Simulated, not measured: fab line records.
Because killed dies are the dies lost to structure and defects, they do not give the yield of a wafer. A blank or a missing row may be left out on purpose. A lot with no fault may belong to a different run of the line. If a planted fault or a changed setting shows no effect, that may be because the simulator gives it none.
fab line records	flow n5_finfet
record: lots: 6	wafers: 17	last_day: 18
route steps=1938 shown BEOL_M0@734 BEOL_M4@1111
lots that met no fault: taken from a fault-free run of the same line
start_h: hours from the record's opening day to when the first of the lot's shown wafers began	wait_h: hours since the lot's step before	" repeats the value in the row above	L1.1+2: one row covering several wafers at once	- no value, or no start was given	* or withheld: withheld	< > ~ a bound
route shown NAME@n: a module of which the file shows steps, and the number in the route of the first	usual: mean/standard deviation taken from wafers without a fault	same: alike in all rows	chamber/n: place in a boat	sites: the reading at each site	_std_site: standard deviation across them	_edge_site: outer sites' mean less inner sites'	radius_mm: how far each site lies from the wafer's centre	mask NAME#n: copy n	behind: the tool/chamber that last shaped the wafer	hold: cause of the lot's hold/its duration in hours/its outcome	device: which transistor (n, p or np) failed to switch	end of line: tests of these same wafers at the route's end	a step given without rows: its recipe and nothing more	killed: at the first sort, the dies lost to defects and structure; wafer yield is something else	map: a wafer's dies, marking killed ones x, the rest . and places with no die _
set.NAME: the setting as run; set.NAME@STEP: as run at that earlier step	model.NAME: the simulator's own value behind a step, which no gauge read
certain route steps with their lots: each step a table, each wafer a row
services: when a tool's chamber went out of use (start_h, in hours from the record's first day, below 0 if earlier), for how many hours, and the reason
== steps ==
step: N5_BEOL_M0_SPUTTER_116
recipe: material: Cu	target_thk_a: 40	temp_c: -20	chamber_pressure_pa: 0.07	power_w: withheld	time_s: 7.37
usual: chuck_sensor_temp_C: -16.0/0.31	throttle_valve_pct: 29.9/1.1
lot.wafer	tool	chamber	start_h	wait_h	chuck_sensor_temp_C	throttle_valve_pct
L549.2	pvd_sputter-03	-	117.73	1.6	-16.5	29.6
L549.3	"	-	"	"	-16.1	28.6
L549.4	"	-	"	"	-16.1	31.9
L552.2	pvd_sputter-01	-	138.70	0.2	-16.3	29.6
L552.3	"	-	"	"	-15.8	31.2
L552.6	"	-	"	"	-16.2	29.8
L559.1	pvd_sputter-03	-	188.43	0.1	-16.1	32.0
L559.3	"	-	"	"	-16.4	28.6
L559.6	"	-	"	"	-16.4	29.7
L565.1	pvd_sputter-02	-	213.86	0.1	-15.9	29.4
L565.3	"	-	"	"	-15.9	28.7
L571.1	pvd_sputter-02	-	248.06	0.1	-15.8	28.9
L571.5	"	-	"	"	-15.4	31.3
L571.6	"	-	"	"	-15.7	28.9
L572.2	pvd_sputter-01	-	259.29	0.1	-15.9	29.7
L572.4	"	-	"	"	-16.1	29.6
L572.5	"	-	"	"	-16.2	29.7
step: N5_BEOL_M0_ANNEAL_117
recipe: temp_c: 400	time_s: 60	ambient: vacuum
step: N5_BEOL_M0_SPUTTER_132
recipe: material: Cu	target_thk_a: 40	temp_c: -20	chamber_pressure_pa: 0.07	power_w: withheld	time_s: 7.37
step: N5_BEOL_M0_ANNEAL_133
recipe: temp_c: 400	time_s: 60	ambient: vacuum
step: N5_BEOL_M0_SPUTTER_134
recipe: material: Cu	target_thk_a: 40	temp_c: -20	chamber_pressure_pa: 0.07	power_w: withheld	time_s: 7.37
step: N5_BEOL_M0_ANNEAL_135
recipe: temp_c: 400	time_s: 60	ambient: vacuum
usual: heater_power_w: 809/86
lot.wafer	tool	chamber	start_h	wait_h	heater_power_w
L549.2	pvd_sputter-03	-	118.05	0.0	786
L549.3	"	-	"	"	683
L549.4	"	-	"	"	737
L552.2	pvd_sputter-01	-	139.02	0.0	877
L552.3	"	-	"	"	916
L552.6	"	-	"	"	876
L559.1	pvd_sputter-03	-	188.75	0.0	730
L559.3	"	-	"	"	951
L559.6	"	-	"	"	798
L565.1	pvd_sputter-02	-	214.18	0.0	840
L565.3	"	-	"	"	873
L571.1	pvd_sputter-02	-	248.38	0.0	876
L571.5	"	-	"	"	685
L571.6	"	-	"	"	885
L572.2	pvd_sputter-01	-	259.61	0.0	749
L572.4	"	-	"	"	870
L572.5	"	-	"	"	792
step: N5_BEOL_M0_SPUTTER_141
recipe: material: Cu	target_thk_a: 40	temp_c: -20	chamber_pressure_pa: 0.07	power_w: withheld	time_s: 7.37
step: N5_BEOL_M0_ECD_118
recipe: material: Cu	target_thk_a: 3000
step: N5_BEOL_M0_ANNEAL_119
recipe: temp_c: 225	time_s: 90	ambient: N2
usual: wafer_temp_C_max: 225.91/0.26
lot.wafer	tool	chamber	start_h	wait_h	wafer_temp_C_max
L549.2	rtp_anneal-01	0	118.40	0.2	225.79
L549.3	"	0	"	"	225.65
L549.4	"	0	"	"	225.50
L552.2	rtp_anneal-02	0	139.30	0.1	226.16
L552.3	"	0	"	"	226.40
L552.6	"	0	"	"	225.82
L559.1	rtp_anneal-01	0	188.99	0.1	225.70
L559.3	"	0	"	"	225.89
L559.6	"	0	"	"	225.38
L565.1	rtp_anneal-02	0	214.41	0.1	226.16
L565.3	"	0	"	"	225.78
L571.1	rtp_anneal-01	0	249.11	0.6	226.08
L571.5	"	0	"	"	226.04
L571.6	"	0	"	"	225.73
L572.2	rtp_anneal-01	0	259.89	0.1	225.53
L572.4	"	0	"	"	226.01
L572.5	"	0	"	"	225.52
step: N5_BEOL_M0_CMP_120
recipe: stop_on: SiOC	t_overpolish_s: 6.9	down_force_psi: 1	platen_rpm: 50	clearing_platen_down_force_psi: 1.5	clearing_platen_rpm: 50	post_cmp_clean: cu_alkaline	clearing_platen_pad_velocity_m_s: 0.99484	pad_velocity_m_s: 0.99484
usual: barrier_field_endpoint_s: 3.62/0.13	head_pressure_psi: 1.0003/0.002	motor_current_A: 6.1/0.65	overpolish_run_s: 6.900/0.0095	retaining_ring_pressure_frac: 1.000/0.0049	time_to_endpoint_s: 64/4.3
lot.wafer	tool	chamber	start_h	wait_h	barrier_field_endpoint_s	head_pressure_psi	motor_current_A	overpolish_run_s	retaining_ring_pressure_frac	time_to_endpoint_s
L549.3	cmp-04	0	118.69	0.2	3.70	1.0017	5.5	6.894	1.007	61
L549.4	"	1	"	"	3.85	0.9977	7.3	6.908	0.998	68
L549.2	"	2	"	"	3.71	1.0000	6.1	6.893	1.003	69
L552.2	cmp-03	3	139.69	0.3	3.52	0.9990	5.3	6.897	1.007	61
L552.3	"	1	"	"	3.52	0.9994	5.6	6.906	0.997	60
L552.6	"	3	"	"	3.59	0.9993	5.6	6.897	1.003	67
L559.3	cmp-04	3	189.29	0.2	3.46	1.0004	5.8	6.895	1.002	63
L559.1	"	0	"	"	3.57	1.0030	5.7	6.893	0.998	58
L559.6	"	3	"	"	3.56	1.0004	6.2	6.898	0.999	63
L565.1	cmp-01	2	214.72	0.3	3.41	1.0012	5.4	6.910	0.992	57
L565.3	"	0	"	"	3.50	1.0008	6.2	6.906	0.992	60
L571.1	cmp-04	2	249.48	0.3	3.68	1.0022	6.5	6.902	0.999	70
L571.5	"	0	"	"	3.59	0.9995	5.8	6.894	0.998	62
L571.6	"	1	"	"	3.75	0.9989	6.8	6.902	0.994	68
L572.2	cmp-04	1	260.14	0.2	3.65	1.0032	7.3	6.892	0.998	69
L572.4	"	3	"	"	3.81	1.0011	5.9	6.894	0.992	67
L572.5	"	2	"	"	3.74	0.9999	6.4	6.897	0.993	68
step: N5_BEOL_M0_PRE_CLEAN_131
recipe: gas: NH3/H2	time_s: 15	temp_c: *	rf_power_w: 300
usual: heater_power_w: 87/22
lot.wafer	tool	chamber	start_h	wait_h	heater_power_w
L549.2	cvd_co-01	1	118.99	0.0	132
L549.3	"	0	"	"	86
L549.4	"	0	"	"	88
L552.2	cvd_co-02	1	140.07	0.1	76
L552.3	"	2	"	"	72
L552.6	"	2	"	"	73
L559.1	cvd_co-01	0	189.62	0.0	89
L559.3	"	2	"	"	102
L559.6	"	0	"	"	92
L565.1	cvd_co-01	0	215.05	0.0	91
L565.3	"	1	"	"	139
L571.1	cvd_co-02	0	249.74	0.0	65
L571.5	"	0	"	"	68
L571.6	"	1	"	"	78
L572.2	cvd_co-02	2	260.48	0.0	73
L572.4	"	0	"	"	67
L572.5	"	2	"	"	72
step: N5_BEOL_M0_CO_CAP_123
recipe: material: Co	target_thk_a: 20	temp_c: 200	precursor: CCTBA/H2	pressure_torr: 30	time_s: 102.1
usual: heater_power_w: 239/29	run_length_s: 125.2/0.65
lot.wafer	tool	chamber	start_h	wait_h	heater_power_w	run_length_s	model.Co_of_BEOL_M0_CO_CAP_123.thk_nm
L549.2	cvd_co-01	1	119.03	0.0	304	125.4	1.8
L549.3	"	0	"	"	235	125.0	1.8
L549.4	"	0	"	"	237	124.9	2
L552.2	cvd_co-02	1	140.11	0.0	227	124.3	1.8
L552.3	"	2	"	"	218	125.0	2.2
L552.6	"	2	"	"	218	125.4	2
L559.1	cvd_co-01	0	189.66	0.0	240	125.1	1.6
L559.3	"	2	"	"	260	194.8	3.4
L559.6	"	0	"	"	242	194.4	3.2
L565.1	cvd_co-01	0	215.09	0.0	246	124.9	2
L565.3	"	1	"	"	304	194.6	3.4
L571.1	cvd_co-02	0	249.78	0.0	210	126.0	2
L571.5	"	0	"	"	213	125.7	2
L571.6	"	1	"	"	220	124.2	1.8
L572.2	cvd_co-02	2	260.52	0.0	219	125.0	2.2
L572.4	"	0	"	"	221	125.9	1.8
L572.5	"	2	"	"	223	124.8	2
step: N5_BEOL_M0_PRE_CLEAN_124
recipe: gas: NH3	time_s: 15	temp_c: withheld	rf_power_w: 300
step: N5_BEOL_M4_RC_MEAS_101
usual: DIBL_N: 37.5/2.5	DIBL_P: 38/3.1	IOFF_N: 0.19/0.059	IOFF_P: 0.24/0.061	ION_N: 679/16	ION_P: 465/9.8	SS_N: 72.0/0.8	SS_P: 73.7/0.86	VT_N: 248/4.5	VT_P: -249/3.5
lot.wafer	tool	chamber	start_h	wait_h	DIBL_N[mV/V]	DIBL_P[mV/V]	IOFF_N[nA/um]	IOFF_P[nA/um]	ION_N[uA/um]	ION_P[uA/um]	SS_N[mV/dec]	SS_P[mV/dec]	VT_N[mV]	VT_P[mV]
L549.2	prober-02	0	163.50	0.2	38.2	37	0.18	0.21	675	457	72.1	73.4	252	-251
L549.3	"	0	"	"	37.0	37	0.16	0.23	676	469	71.6	73.1	249	-249
L549.4	"	0	"	"	41.6	42	0.28	0.30	683	459	73.3	74.7	246	-245
L552.2	prober-01	0	188.58	0.2	35.6	37	0.16	0.24	680	472	71.6	73.0	248	-247
L552.3	"	0	"	"	37.6	37	0.17	0.23	657	454	72.6	73.4	249	-249
L552.6	"	0	"	"	37.2	37	0.17	0.22	674	462	71.5	73.2	253	-253
L559.1	prober-01	0	251.41	0.0	34.7	36	0.16	0.24	683	473	71.0	73.0	247	-246
L559.3	"	0	"	"	38.7	41	0.25	0.35	710	487	72.4	74.7	241	-242
L559.6	"	0	"	"	34.1	35	0.15	0.22	683	476	71.6	73.2	248	-249
L565.1	prober-02	0	262.67	0.0	39.4	41	0.22	0.26	705	478	72.4	73.8	247	-248
L565.3	"	0	"	"	37.8	39	0.20	0.24	682	464	72.4	74.1	248	-250
L571.1	prober-02	0	311.96	0.0	37.4	39	0.18	0.22	683	461	72.1	73.8	248	-250
L571.5	"	0	"	"	33.9	35	0.13	0.18	666	458	71.2	73.1	251	-252
L571.6	"	0	"	"	38.7	41	0.22	0.27	686	469	72.9	74.3	249	-248
L572.2	prober-02	0	317.28	0.2	30.9	31	0.10	0.14	652	455	71.1	71.5	255	-251
L572.4	"	0	"	"	37.6	40	0.22	0.30	704	479	72.7	73.4	244	-245
L572.5	"	0	"	"	32.4	35	0.13	0.20	667	470	71.5	73.3	251	-252
== services ==
tool	chamber	start_h	hours	kind
cmp-04	-	103.11	7.6	pm
cmp-04	-	110.72	5.7	pm
cmp-01	-	113.30	4.0	pm
cvd_co-02	1	114.75	-	clean
cvd_co-02	1	114.75	22.0	scheduled_down
cvd_co-02	1	114.75	22.0	vent_cycle
cmp-01	-	117.30	-	consumable_replace:conditioner
cmp-01	-	117.30	-	consumable_replace:pad
cmp-01	-	119.88	1.6	repair
cmp-03	-	122.60	6.2	pm
pvd_sputter-01	-	133.40	2.5	repair
cmp-03	-	149.96	3.7	repair
cvd_co-01	-	163.02	0.8	repair
cmp-03	-	169.69	6.0	pm
cmp-03	-	197.42	0.9	repair
cmp-01	-	200.65	0.3	repair
cmp-01	-	203.69	1.4	repair
cmp-04	-	214.51	0.7	repair
rtp_anneal-01	-	250.65	1.2	pm
== key ==
first_sign: step: N5_BEOL_M0_CO_CAP_123	reading: run_length_s	direction: up	sigmas: 99+	usual: *	struck: *
effect none on later readings
model_effect: step: N5_BEOL_M0_CO_CAP_123	value: Co_of_BEOL_M0_CO_CAP_123.thk_nm	without: 1.933	struck: 3.333
met_at N5_BEOL_M0_CO_CAP_123
struck_wafers L559.3,L559.6,L565.3
onset_between 119.03 189.66
fault: kind: process_parameter_drift	tool: cvd_co-01	chamber: -	onset_h: 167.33	steps: N5_BEOL_M0_CO_CAP_123	channel: time_s	offset: *	shape: step	end_h: 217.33	scope: struck_wafers_only	acts_in: *	stated: *
